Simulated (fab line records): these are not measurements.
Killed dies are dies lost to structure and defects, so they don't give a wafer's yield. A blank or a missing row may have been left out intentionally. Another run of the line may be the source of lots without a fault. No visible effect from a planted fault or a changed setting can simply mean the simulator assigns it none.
fab line records	flow nandHarc
record lots=10	wafers=30	lastDay=33
route steps=1302 shown A_WL_FILL@972 A_CONTACT@1000 END@1302
lots that met no fault: taken from a fault-free run of the same line
startH: hours from the record's opening day to when the first of the lot's shown wafers began	waitH: hours from the lot's prior step to this one	" the same as in the row above	L1.1+2: one row covering several wafers at once	- no value, or no start given	* or withheld: withheld	< > ~ a bound
route shown NAME@n: NAME is a module with steps in the file, n the number in the route of the first one	usual: average and standard deviation across the fault-free wafers	same: alike in all rows	chamber/n: place in a boat	sites: the reading at each site	_std_site: their standard deviation	_edge_site: inner sites' mean taken away from outer sites' mean	radiusMm: for every site, how far away it sits from the centre of the wafer	mask NAME#n: copy n	behind: the most recent tool/chamber to have shaped the wafer	hold: reason for holding the lot/hours on hold/outcome of the hold	device: which transistor (n, p or np) failed to switch	end of line: at the end of the route, the tests of the same wafers	a step without rows: its recipe alone	killed: not the wafer's yield, but the dies lost to structure and defects at the first sort	map: per-die view of a wafer (x killed, . not killed, _ where there is no die)
set.NAME: the setting the step ran with; set.NAME@STEP: the setting that earlier step ran with	model.NAME: the simulator's own value behind a step, which no gauge read
route steps across a sampled set of lots; one table per step, one row per wafer
services: from which hour (startH, from the record's first day; less than 0 if before it) a tool's chamber was out of use, for how many hours, and why
## steps
# step NHARC_A_WL_FILL_ETCHBACK_26
# recipe targetDepthA=520	timeS=13.3	hbrFlowSccm=150	rfW=350	icpW=350	biasW=60	chemistry=HBr
# usual drypumpMotorCurrentA=5.8/0.3	oesProductAu=1.003/0.011	throttleValvePct=23.266/0.0091
lot.wafer	tool	chamber	startH	waitH	drypumpMotorCurrentA	oesProductAu	rfHoursCounterH	throttleValvePct
L247.3	rieSi-01	2	511.99	0.4	6.2	1.021	0.9	23.272
L247.2	"	3	"	"	5.6	0.998	0.9	23.266
L247.4	"	2	"	"	6.2	1.015	-	23.266
L246.1	rieSi-05	1	512.02	0.4	5.6	1.011	0.1	23.281
L246.4	"	2	"	"	5.8	0.994	0.1	23.285
L246.6	"	0	"	"	5.4	0.986	-	23.274
L249.2	rieSi-05	2	544.32	0.4	5.8	0.990	0.3	23.278
L249.6	"	2	"	"	5.8	0.993	-	23.274
L249.5	"	3	"	"	5.4	0.989	-	23.266
L251.1	rieSi-01	3	557.25	0.4	5.6	1.012	0	23.272
L251.4	"	1	"	"	6.1	0.993	0	23.260
L251.6	"	3	"	"	5.6	1.008	-	23.258
L254.4	rieSi-05	3	593.34	0.4	5.4	0.998	0.8	23.268
L254.2	"	0	"	"	5.4	0.990	0.7	23.260
L254.5	"	3	"	"	5.4	0.994	-	23.250
L253.1	rieSi-01	0	599.45	0.4	5.6	1.012	0.4	23.272
L253.3	"	1	"	"	6.0	0.992	0.3	23.262
L253.5	"	3	"	"	5.6	1.005	-	23.276
L258.2	rieSi-01	1	632.76	0.4	6.1	0.995	0.6	23.273
L258.3	"	0	"	"	5.5	1.014	0.6	23.272
L258.6	"	1	"	"	6.0	0.984	-	23.260
L260.3	rieSi-05	2	638.56	0.4	5.8	0.996	0.9	23.275
L260.2	"	3	"	"	5.4	1.005	1.1	23.270
L260.4	"	1	"	"	5.6	1.005	1.0	23.263
L265.3	rieSi-03	0	694.72	0.4	6.3	1.007	0.7	23.273
L265.1	"	1	"	"	6.0	1.008	0.6	23.272
L265.6	"	3	"	"	5.4	1.010	-	23.277
L266.4	rieSi-01	1	709.44	0.4	6.1	0.982	1.0	23.263
L266.2	"	3	"	"	5.6	0.994	1.2	23.267
L266.5	"	1	"	"	6.1	0.992	-	23.276
# step NHARC_A_CONTACT_DESCUM_47
# recipe timeS=3	o2FlowSccm=200	arFlowSccm=0	biasPowerW=0	chemistry=O2
# usual drypumpMotorCurrentA=5.7/0.45	oesProductAu=0.999/0.01	rfVppV=57.8/0.84	showerheadPlenumPTorr=1.94/0.087	throttleValvePct=11.311/0.01
lot.wafer	tool	chamber	startH	waitH	hold	drypumpMotorCurrentA	oesProductAu	rfHoursCounterH	rfVppV	showerheadPlenumPTorr	throttleValvePct
L246.4	rieDiel-11	2	519.01	0.1	-	5.2	1.003	11	56.7	1.98	11.302
L246.1	"	3	"	"	-	5.4	1.000	11	57.5	1.99	11.309
L246.6	"	2	"	"	-	5.2	1.002	-	59.1	1.98	11.295
L247.4	rieDiel-04	0	519.18	0.1	-	6.1	0.995	48	56.0	1.97	11.312
L247.2	"	1	"	"	-	4.8	0.995	42	58.9	2.01	11.322
L247.3	"	2	"	"	-	6.0	1.003	38	59.4	2.06	11.317
L249.2	rieDiel-13	2	551.35	0.1	-	5.9	1.013	11	57.7	1.91	11.293
L249.5	"	0	"	"	-	5.9	0.997	-	58.0	1.83	11.295
L249.6	"	1	"	"	-	5.5	0.994	-	58.2	2.06	11.316
L251.4	rieDiel-11	0	565.47	0.1	-	5.9	1.004	21	57.9	2.03	11.339
L251.1	"	2	"	"	-	5.2	0.999	19	56.8	1.97	11.331
L251.6	"	3	"	"	-	5.4	1.011	-	58.3	1.98	11.326
L254.2	rieDiel-11	2	600.32	0.1	-	5.2	1.001	23	58.3	1.97	11.309
L254.4	"	1	"	"	-	5.8	0.992	24	59.1	1.83	11.304
L254.5	"	2	"	"	-	5.2	1.004	-	57.7	1.97	11.335
L253.3	rieDiel-04	2	608.79	0.1	-	6.0	1.018	25	58.5	2.05	11.303
L253.1	"	0	"	"	-	6.1	0.983	22	58.0	1.96	11.305
L253.5	"	2	"	"	-	6.0	1.011	-	56.4	2.05	11.299
L258.3	rieDiel-11	2	642.61	2.7	awaitDispo/2.7h/release	5.2	0.998	3	58.1	1.97	11.305
L258.2	"	3	"	"	awaitDispo/2.7h/release	5.4	1.006	3	58.1	1.98	11.330
L258.6	"	1	"	"	awaitDispo/2.7h/release	5.8	0.985	-	57.0	1.83	11.318
L260.2	rieDiel-13	3	648.61	0.1	-	6.6	0.974	47	57.1	1.76	11.306
L260.4	"	0	"	"	-	5.9	0.990	-	56.4	1.82	11.306
L260.3	"	3	"	"	-	6.5	0.987	-	58.0	1.76	11.332
L265.3	rieDiel-04	2	704.56	0.1	-	6.0	0.998	61	58.2	2.04	11.308
L265.1	"	0	"	"	-	6.1	0.978	56	58.1	1.95	11.307
L265.6	"	2	"	"	-	6.0	0.999	-	59.1	2.04	11.308
L266.4	rieDiel-11	0	716.68	0.4	-	6.0	0.990	20	58.4	2.02	11.321
L266.2	"	1	"	"	-	5.8	0.999	17	57.0	1.83	11.320
L266.5	"	0	"	"	-	6.0	0.999	-	57.5	2.02	11.299
# step NHARC_A_CONTACT_ETCH_49
# recipe targetDepthA=2600	overEtchFrac=0.3	timeS=475.3	ionEnergyEv=200	n2FlowSccm=150	h2FlowSccm=150	arFlowSccm=0	rfW=400	biasW=150	chemistry=N2/H2
# usual drypumpMotorCurrentA=5.7/0.45	oesProductAu=0.997/0.0096	rfVppV=431.3/2.6	showerheadPlenumPTorr=2.06/0.096	throttleValvePct=14.171/0.0089
lot.wafer	tool	chamber	startH	waitH	drypumpMotorCurrentA	oesProductAu	rfHoursCounterH	rfVppV	showerheadPlenumPTorr	throttleValvePct
L246.4	rieDiel-11	1	-	-	5.7	0.988	12	429.6	1.96	14.173
L246.1	"	3	"	"	5.4	0.996	11	432.6	2.12	14.174
L246.6	"	2	"	"	5.2	1.000	-	432.3	2.11	14.168
L247.4	rieDiel-04	0	-	-	6.1	0.996	48	433.2	2.10	14.164
L247.3	"	1	"	"	4.8	0.995	42	434.6	2.14	14.164
L247.2	"	3	"	"	6.3	1.007	40	429.9	1.97	14.165
L249.2	rieDiel-13	3	-	-	6.6	0.989	12	427.4	1.89	14.176
L249.5	"	2	"	"	5.9	1.005	-	429.7	2.03	14.183
L249.6	"	3	"	"	6.6	0.981	-	426.9	1.89	14.181
L251.1	rieDiel-11	1	-	-	5.8	0.988	20	427.2	1.96	14.166
L251.4	"	0	"	"	6.0	1.002	21	434.1	2.17	14.165
L251.6	"	2	"	"	5.2	0.987	-	431.0	2.10	14.177
L254.4	rieDiel-11	0	-	-	6.0	1.001	24	434.5	2.17	14.174
L254.2	"	1	"	"	5.8	1.000	24	429.2	1.95	14.171
L254.5	"	0	"	"	6.0	1.002	-	433.4	2.17	14.176
L253.3	rieDiel-04	3	-	-	6.4	0.994	26	427.9	1.96	14.152
L253.1	"	1	"	"	4.8	1.007	22	434.4	2.13	14.172
L253.5	"	3	"	"	6.4	0.998	-	428.4	1.96	14.178
L258.2	rieDiel-11	0	-	-	6.0	0.997	4	432.2	2.16	14.180
L258.3	"	2	"	"	5.2	0.989	3	431.6	2.10	14.177
L258.6	"	0	"	"	6.0	1.000	-	433.0	2.16	14.175
L260.2	rieDiel-13	3	648.86	0.1	6.6	0.990	48	426.2	1.88	14.158
L260.4	"	3	"	"	6.6	0.989	-	427.3	1.88	14.172
L260.3	"	0	"	"	5.9	0.999	-	428.4	1.94	14.180
L265.1	rieDiel-04	3	-	-	6.4	1.000	64	428.2	1.94	14.169
L265.3	"	0	"	"	6.1	0.984	57	431.3	2.08	14.159
L265.6	"	2	"	"	6.0	1.007	-	433.7	2.18	14.163
L266.4	rieDiel-11	2	-	-	5.2	0.991	18	432.0	2.10	14.155
L266.2	"	3	"	"	5.5	1.017	14	432.6	2.11	14.171
L266.5	"	2	"	"	5.2	1.001	-	431.8	2.10	14.175
# step NHARC_A_CONTACT_ETCH_50
# recipe targetDepthA=1210	timeS=60.5	cf4FlowSccm=100	chf3FlowSccm=30	arFlowSccm=0	rfW=500	biasW=200	chemistry=CF4/CHF3
# usual drypumpMotorCurrentA=5.7/0.43	oesProductAu=0.943/0.021	rfVppV=371.4/2.4	showerheadPlenumPTorr=1.60/0.069	throttleValvePct=16.801/0.0089
lot.wafer	tool	chamber	startH	waitH	drypumpMotorCurrentA	oesProductAu	rfHoursCounterH	rfVppV	showerheadPlenumPTorr	throttleValvePct
L246.4	rieDiel-11	1	-	-	5.8	0.965	12	369.0	1.52	16.791
L246.1	"	3	"	"	5.4	0.965	11	373.2	1.63	16.786
L246.6	"	2	"	"	5.2	0.965	-	372.7	1.62	16.805
L247.3	rieDiel-04	1	-	-	4.8	0.923	42	372.6	1.65	16.804
L247.2	"	2	"	"	6.0	0.947	39	375.0	1.69	16.792
L247.4	"	3	"	"	6.4	0.934	40	370.5	1.52	16.798
L249.2	rieDiel-13	3	-	-	6.6	0.968	12	367.1	1.47	16.796
L249.6	"	2	"	"	5.9	0.973	-	369.6	1.57	16.808
L249.5	"	3	"	"	6.6	0.962	-	366.3	1.47	16.799
L251.4	rieDiel-11	1	-	-	5.8	0.946	20	369.5	1.51	16.819
L251.1	"	3	"	"	5.4	0.953	20	372.2	1.63	16.792
L251.6	"	2	"	"	5.2	0.950	-	371.8	1.62	16.808
L254.4	rieDiel-11	2	-	-	5.2	0.927	24	370.7	1.62	16.812
L254.2	"	0	"	"	6.0	0.927	24	373.8	1.66	16.790
L254.5	"	2	"	"	5.2	0.924	-	372.0	1.62	16.800
L253.3	rieDiel-04	0	-	-	6.1	0.917	22	371.0	1.61	16.803
L253.1	"	1	"	"	4.8	0.923	22	372.7	1.64	16.801
L253.5	"	0	"	"	6.1	0.901	-	372.6	1.61	16.810
L258.3	rieDiel-11	1	-	-	5.8	0.952	4	369.4	1.51	16.803
L258.2	"	3	"	"	5.4	0.989	3	373.1	1.63	16.799
L258.6	"	0	"	"	6.0	0.971	-	374.5	1.66	16.796
L260.2	rieDiel-13	3	649.43	0.5	6.6	0.922	48	365.7	1.46	16.798
L260.4	"	0	"	"	5.9	0.923	-	368.3	1.50	16.808
L260.3	"	3	"	"	6.5	0.912	-	366.6	1.46	16.805
L265.1	rieDiel-04	0	-	-	6.1	0.917	57	372.8	1.60	16.799
L265.3	"	2	"	"	6.0	0.936	62	373.3	1.67	16.803
L265.6	"	0	"	"	6.1	0.908	-	371.2	1.60	16.791
L266.2	rieDiel-11	3	-	-	5.4	0.933	14	371.6	1.62	16.796
L266.4	"	2	"	"	5.2	0.914	18	372.4	1.61	16.798
L266.5	"	3	"	"	5.4	0.932	-	372.3	1.62	16.797
# step NHARC_A_CONTACT_ETCH_112
# recipe sourceW=withheld	pressureMtorr=20	biasV=3000	timeS=190	targetDepthA=18500	arFlowSccm=withheld	c4f8FlowSccm=withheld	o2FlowSccm=withheld	chemistry=C4F8/O2/Ar
# usual oesAirLineAu=1.000/0.02
lot.wafer	tool	chamber	startH	waitH	oesAirLineAu	rfHoursCounterH
L246.1	harCapEtch-02	1	521.03	0.2	1.022	89
L246.4	"	0	"	"	1.037	-
L246.6	"	0	"	"	1.022	-
L247.2	harCapEtch-03	1	521.19	0.2	1.016	47
L247.3	"	1	"	"	1.020	-
L247.4	"	0	"	"	1.011	-
L249.2	harCapEtch-01	0	553.96	0.2	1.002	6
L249.6	"	0	"	"	0.988	-
L249.5	"	1	"	"	0.980	-
L251.1	harCapEtch-02	0	567.48	0.2	0.992	97
L251.4	"	0	"	"	1.010	-
L251.6	"	0	"	"	0.999	-
L254.2	harCapEtch-02	1	602.46	0.2	0.994	101
L254.4	"	1	"	"	1.015	-
L254.5	"	0	"	"	1.003	-
L253.1	harCapEtch-02	0	610.88	0.2	0.999	104
L253.3	"	1	"	"	1.021	-
L253.5	"	1	"	"	1.003	-
L258.2	harCapEtch-03	1	645.14	0.2	0.979	69
L258.3	"	1	"	"	0.982	-
L258.6	"	1	"	"	0.990	-
L260.2	harCapEtch-01	0	651.76	0.2	1.009	23
L260.4	"	0	"	"	1.035	-
L260.3	"	1	"	"	0.996	-
L265.1	harCapEtch-01	1	706.61	0.2	1.007	34
L265.3	"	1	"	"	1.001	-
L265.6	"	1	"	"	1.014	-
L266.2	harCapEtch-03	0	718.78	0.2	1.015	86
L266.4	"	1	"	"	0.993	-
L266.5	"	0	"	"	1.023	-
# step NHARC_END_SORT_01
# recipe tempC=25
# usual killedAtArray=55/20	killedAtOther=1.2/1.3	killedAtPeriphery=4.0/3	killedDies=60/21	killedOpen=3.2/1.9	killedShort=2.5/1.6
# same grossDies=677
lot.wafer	tool	chamber	startH	waitH	killedAtArray	killedAtOther	killedAtPeriphery	killedDies	killedOpen	killedShort
L251.1	prober-01	0	630.70	2.5	72	5	8	85	6	3
L251.4	prober-01	0	633.12	3.4	63	0	3	66	1	2
L251.6	prober-01	0	634.73	4.0	75	0	6	81	5	6
L253.1	prober-02	0	684.69	2.5	30	2	5	37	3	5
L253.3	prober-02	0	686.30	3.1	21	2	3	26	3	1
L253.5	prober-02	0	687.91	3.7	24	2	9	35	4	2
L258.2	prober-02	0	737.74	2.8	119	1	4	124	3	6
L258.3	prober-02	0	738.56	3.2	98	3	7	108	3	1
L258.6	prober-02	0	741.01	4.1	119	4	4	127	2	2
# killed by level:class
L251.1 A_CHANNEL_HOLE_D1:chamberFilmFlake=37 A_CHANNEL_HOLE_D2:chamberFilmFlake=17 THIN_TSV:chamberFilmFlake=5 A_CHANNEL_FILL_D2:geometricParticle:open=3 A_CONTACT:chamberFilmFlake=3 P_ZERO_WELL:chamberFilmFlake=2 P_M1:chamberFilmFlake=2 P_BONDPAD:chamberFilmFlake=2
L251.4 A_CHANNEL_HOLE_D1:chamberFilmFlake=32 A_CHANNEL_HOLE_D2:chamberFilmFlake=14 A_CHANNEL_FILL_D1:chamberFilmFlake=3 A_SGD_CUT:chamberFilmFlake=3 A_CONTACT:chamberFilmFlake=3 A_DECK1_JOINT:chamberFilmFlake=2 A_WL_FILL:chamberFilmFlake=2 P_M0:geometricParticle:short=1
L251.6 A_CHANNEL_HOLE_D1:chamberFilmFlake=32 A_CHANNEL_HOLE_D2:chamberFilmFlake=15 A_WL_FILL:chamberFilmFlake=6 A_CONTACT:chamberFilmFlake=4 A_SOURCE_PLATE:geometricParticle:open=2 P_BONDPAD:chamberFilmFlake=2 A_CHANNEL_FILL_D1:chamberFilmFlake=2 A_DECK1_JOINT:chamberFilmFlake=2
L253.1 A_CHANNEL_HOLE_D2:chamberFilmFlake=7 A_CHANNEL_HOLE_D1:chamberFilmFlake=5 A_CONTACT:chamberFilmFlake=4 A_CHANNEL_FILL_D1:geometricParticle:short=3 A_STAIRCASE:chamberFilmFlake=3 A_SLIT:chamberFilmFlake=3 A_WL_FILL:geometricParticle:short=2 P_STI:chamberFilmFlake=2
L253.3 A_CHANNEL_HOLE_D1:chamberFilmFlake=4 A_CHANNEL_HOLE_D2:chamberFilmFlake=4 A_CONTACT:chamberFilmFlake=4 A_SLIT:chamberFilmFlake=3 P_STI:chamberFilmFlake=2 A_STAIRCASE:chamberFilmFlake=2 THIN_TSV:chamberFilmFlake=2 A_CHANNEL_FILL_D1:geometricParticle:open=1
L253.5 A_CHANNEL_HOLE_D1:chamberFilmFlake=8 A_SLIT:chamberFilmFlake=6 P_STI:chamberFilmFlake=5 A_CHANNEL_HOLE_D2:chamberFilmFlake=2 THIN_TSV:chamberFilmFlake=2 A_DECK1_JOINT:geometricParticle:open=1 A_CHANNEL_FILL_D2:geometricParticle:open=1 A_CHANNEL_FILL_D2:geometricParticle:short=1
L258.2 A_WL_FILL:unspecified=71 A_CHANNEL_HOLE_D1:chamberFilmFlake=28 A_STAIRCASE:chamberFilmFlake=4 A_SLIT:chamberFilmFlake=3 A_SGD_CUT:chamberFilmFlake=3 P_M1:geometricParticle:short=1 A_SOURCE_PLATE:geometricParticle:short=1 A_CHANNEL_FILL_D1:geometricParticle:open=1
L258.3 A_WL_FILL:unspecified=49 A_CHANNEL_HOLE_D1:chamberFilmFlake=32 A_SLIT:chamberFilmFlake=7 A_STAIRCASE:chamberFilmFlake=4 THIN_TSV:chamberFilmFlake=3 P_CONTACT:geometricParticle:open=2 P_BONDPAD:chamberFilmFlake=2 A_CHANNEL_FILL_D2:chamberFilmFlake=2
L258.6 A_WL_FILL:unspecified=66 A_CHANNEL_HOLE_D1:chamberFilmFlake=33 A_SLIT:chamberFilmFlake=6 THIN_TSV:chamberFilmFlake=4 A_STAIRCASE:chamberFilmFlake=4 A_CHANNEL_FILL_D1:chamberFilmFlake=3 P_M0:chamberFilmFlake=2 A_CONTACT:chamberFilmFlake=2
## services
tool	chamber	startH	hours	kind
harCapEtch-01	-	497.00	17.0	pm
rieDiel-13	1	502.11	6.3	repair
rieDiel-13	3	503.17	2.0	repair
rieSi-01	1	507.39	7.5	repair
rieDiel-13	-	519.06	9.0	pm
rieDiel-04	-	533.45	9.0	pm
rieDiel-11	0	533.94	3.5	repair
rieSi-01	-	547.00	9.0	pm
rieSi-01	2	585.82	18.7	repair
rieSi-05	2	587.87	1.0	repair
rieDiel-13	0	590.19	16.5	repair
rieDiel-13	3	593.53	2.5	repair
rieDiel-11	-	609.67	9.0	pm
rieSi-05	1	620.50	4.1	repair
rieSi-05	2	621.81	8.1	repair
rieDiel-13	1	641.50	27.9	repair
rieSi-05	0	646.36	9.0	repair
rieDiel-11	3	648.17	8.8	repair
rieSi-05	-	659.00	9.0	pm
rieDiel-11	1	690.05	7.9	repair
rieDiel-13	-	696.89	9.0	pm
harCapEtch-02	-	703.21	76.0	repair
rieDiel-04	-	710.56	9.0	pm
rieDiel-13	2	718.20	7.7	repair
## key
firstSign step=NHARC_END_SORT_01	reading=killedDies	direction=up	sigmas=2.9	usual=60	struck=120
effect step=NHARC_END_SORT_01	reading=killedAtArray	direction=up	sigmas=2.8	usual=55	struck=112
moreKillsBornAt NHARC_A_WL_FILL_ETCHBACK_26@rieSi-01=186
metAt NHARC_A_WL_FILL_ETCHBACK_26
struckLots L258
testerLeftOut L258
notActingAt NHARC_A_CONTACT_ETCH_49,NHARC_A_CONTACT_ETCH_50,NHARC_A_CONTACT_ETCH_112
onsetBetween 599.45 632.76
fault kind=chamberParticleSource	tool=rieSi-01	chamber=-	onsetH=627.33	steps=NHARC_A_WL_FILL_ETCHBACK_26	ratePerVisitCm2=0.54181	endH=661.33
# testerLeftOut: of these lots the tester's yield and bins aren't shown, on N5 and GAA mostly nor the transistor test; their killed dies are dies lost to structure and defects alone, not to doping, threshold or leakage, so they don't give the yield
